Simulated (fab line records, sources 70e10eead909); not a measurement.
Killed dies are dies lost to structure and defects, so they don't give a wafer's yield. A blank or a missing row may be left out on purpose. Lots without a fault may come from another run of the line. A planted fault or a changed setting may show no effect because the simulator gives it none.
Which tool did it? | flow nand_harc | 10 lots, 30 wafers sampled, at 5 steps of a route of 1302

WHAT THE GAUGES READ, wafer by wafer
NHARC_END_SORT_01.
lot  | measured     | on        | killed_at_array
L123 | day 33 13:31 | prober-02 | 62 67 75

WHICH TOOL RAN EACH LOT (tool, then ch and the chambers of the sampled wafers, then the start)
lot  | NHARC_P_ZERO_WELL_DESCUM_39        | NHARC_P_ZERO_WELL_DESCUM_54        | NHARC_P_STI_ETCH_42                | NHARC_P_STI_ETCH_31
L103 | rie_diel-12 ch 1,2,3, day 2 00:17  | rie_diel-12 ch 1,2,3, day 2 02:06  | rie_diel-05 ch 0,1, day 2 20:40    | rie_diel-05 ch 0,1,3, day 2 20:46
L104 | rie_diel-13 ch 1,2, day 2 10:32    | rie_diel-13 ch 2,3, day 2 12:16    | rie_diel-04 ch 1,2, day 3 05:08    | rie_diel-04 ch 0,1,2, day 3 05:13
L105 | rie_diel-13 ch 1,2,3, day 2 20:23  | rie_diel-12 ch 1,2,3, day 2 22:04  | rie_diel-06 ch 1,2, day 3 15:18    | rie_diel-06 ch 1,3, day 3 15:23
L107 | rie_diel-13 ch 1,2,3, day 3 16:11  | rie_diel-03 ch 2,3, day 3 17:54    | rie_diel-04 ch 0,3, day 4 11:52    | rie_diel-04 ch 1,2, day 4 11:57
L108 | rie_diel-12 ch 2,3, day 4 02:17    | rie_diel-13 ch 1,2, day 4 03:57    | rie_diel-06 ch 1,2,3, day 4 22:24  | rie_diel-06 ch 2,3, day 4 22:29
L110 | rie_diel-13 ch 0,3, day 4 22:17    | rie_diel-03 ch 0,1, day 4 23:52    | rie_diel-05 ch 0,1, day 5 17:02    | rie_diel-05 ch 0,1, day 5 17:08
L113 | rie_diel-13 ch 0,2,3, day 6 04:17  | rie_diel-12 ch 1,2, day 6 05:56    | rie_diel-04 ch 0,1, day 7 00:20    | rie_diel-04 ch 0,1,2, day 7 00:26
L123 | rie_diel-13 ch 0,2,3, day 10 08:15 | rie_diel-12 ch 0,2,3, day 10 09:55 | rie_diel-05 ch 0,1,3, day 11 07:05 | rie_diel-05 ch 0,1,3, day 11 07:10
L124 | rie_diel-13 ch 0,1,3, day 10 18:13 | rie_diel-13 ch 0,1, day 10 19:50   | rie_diel-04 ch 0,1,2, day 11 13:01 | rie_diel-04 ch 0,1, day 11 13:05
L125 | rie_diel-12 ch 0,1,3, day 11 04:20 | rie_diel-03 ch 0,1,2, day 11 05:55 | rie_diel-06 ch 0,1,3, day 11 22:28 | rie_diel-06 ch 0,2, day 11 22:32
- NHARC_P_ZERO_WELL_DESCUM_39: chemistry O2, time 3 s.
- NHARC_P_ZERO_WELL_DESCUM_54: chemistry O2, time 3 s.
- NHARC_P_STI_ETCH_42: etches the open film in N2/H2, target depth 80 nm, overetch 24 nm, time 61 s.
- NHARC_P_STI_ETCH_31: etches the open film in CF4/CHF3, target depth 108.9 nm, time 54.5 s.

THE ANSWER, worked out from the rows above alone
Rule: what is usual is taken from the lots themselves. Put in order of their means at a reading, lots are off if they are a third of the lots or fewer, leave a main group of 4 or more, and stand apart from it by a gap of 3 or more times the standard deviation of the main group's means; of several such gaps the widest counts. A main group whose means are all the same, to the digits that the tables above print for the reading, isn't used. A lot without any number at a reading at which 4 lots or more have one is off too. The other lots that the step has rows for count as sound.
No lot is off at any reading shown: from this, nothing can be told.

WHAT THE SIMULATOR HAD PUT IN
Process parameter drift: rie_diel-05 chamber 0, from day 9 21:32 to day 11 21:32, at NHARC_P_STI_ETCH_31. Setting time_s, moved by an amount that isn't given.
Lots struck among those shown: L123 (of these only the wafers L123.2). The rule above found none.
